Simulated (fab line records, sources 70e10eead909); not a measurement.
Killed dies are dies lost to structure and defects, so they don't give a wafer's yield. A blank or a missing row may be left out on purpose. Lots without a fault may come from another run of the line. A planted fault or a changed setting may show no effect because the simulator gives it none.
A struck lot beside a sound one | flow nand_harc | 14 steps out of a route of 1302
Sound: wafers L371.1, L371.2, L371.6. Struck: wafers L377.4, L377.5, L377.6. The cause comes at the end.
At each step with rows: each side's tool, then ch and its chambers, then its first start. Under that, the readings that differ: sound wafers | struck wafers | difference of the means | sigmas: that difference in standard deviations of wafers without a fault.
alike: readings whose means differ by less than 2 such deviations, and words and numbers that are the same on both sides. not compared: withheld readings, readings that some wafer has no value for, bounds like >300 that may hide the same value, and numbers for which the record gives no deviation and whose values overlap.
The two part at a step that has a row with sigmas, a row that says differs or no value, or rows on one side only. Numbers that don't overlap but have no deviation are shown without sigmas and don't part them. A reading that every wafer of one side lacks parts them only if that side has two wafers or more.

first, 6 steps without rows for these wafers: NHARC_A_STAIRCASE_EXPOSE_181 (exposes mask STAIR 2); NHARC_A_STAIRCASE_PEB_182 (peb time 130 s); NHARC_A_STAIRCASE_DEVELOP_183 (time 140 s); NHARC_A_STAIRCASE_HARDBAKE_185 (time 140 s); NHARC_A_STAIRCASE_DESCUM_186 (chemistry O2, time 3 s); NHARC_A_STAIRCASE_TRIM_187 (chemistry O2, time 211.2 s).
NHARC_A_STAIRCASE_ETCH_188: etches the open film in C4F8/O2, target depth 100 nm, time 40.5 s.
  sound on rie_diel-11 ch 1,2; struck on rie_diel-04 ch 0,2,3
  alike: oes_product_au, rf_vpp_V
  not compared: rf_hours_counter_h
then, 1 step without rows for these wafers: NHARC_A_STAIRCASE_TRIM_189 (chemistry O2, time 211.2 s).
NHARC_A_STAIRCASE_ETCH_190: etches the open film in C4F8/O2, target depth 100 nm, time 40.5 s.
  sound on rie_diel-11 ch 0,1; struck on rie_diel-04 ch 0,1,2
  reading      | sound       | struck      | difference | sigmas
  rf_vpp_V (V) | 887 891 887 | 906 894 905 | +13        | +2
  alike: oes_product_au
  not compared: rf_hours_counter_h
NHARC_A_STAIRCASE_TRIM_191: chemistry O2, time 211.2 s.
  sound on rie_diel-11 ch 1,2; struck on rie_diel-04 ch 0,2,3
  alike: chamber_pressure_mTorr, drypump_motor_current_A, oes_product_au, rf_vpp_V, showerhead_plenum_p_Torr, throttle_valve_pct
  not compared: rf_hours_counter_h
NHARC_A_STAIRCASE_ETCH_192: etches the open film in C4F8/O2, target depth 100 nm, time 40.5 s.
  sound on rie_diel-11 ch 1,2,3; struck on rie_diel-04 ch 0,1
  alike: oes_product_au, rf_vpp_V
  not compared: rf_hours_counter_h
NHARC_A_STAIRCASE_TRIM_193: chemistry O2, time 211.2 s.
  sound on rie_diel-11 ch 1,2, day 20 19:26; struck on rie_diel-04 ch 0,3, day 23 00:46
  no value came back on the struck wafers for any of 7 readings (bias_w (W), chamber_pressure_mTorr (mTorr) and others); on the sound wafers bias_w (W) reads 0 0 0
  not compared: rf_hours_counter_h
NHARC_A_STAIRCASE_ETCH_194: etches the open film in C4F8/O2, target depth 100 nm, time 40.5 s.
  sound on rie_diel-11 ch 1,3; struck on rie_diel-04 ch 0,2,3
  alike: oes_product_au, rf_vpp_V
  not compared: rf_hours_counter_h
-- the record jumps here: 9 days lie between the struck wafers' starts before and after (it left off in module A_STAIRCASE and takes up again in module END, whose first step shown is number 1302 of the route) --
NHARC_END_SORT_01:
  the record has rows for the struck wafers here (prober-02 ch 0, day 31 17:25) and none for the sound ones

WHERE THEY PART
First at NHARC_A_STAIRCASE_ETCH_190; last, within this record, at NHARC_END_SORT_01.

WHY: what the simulator had put in
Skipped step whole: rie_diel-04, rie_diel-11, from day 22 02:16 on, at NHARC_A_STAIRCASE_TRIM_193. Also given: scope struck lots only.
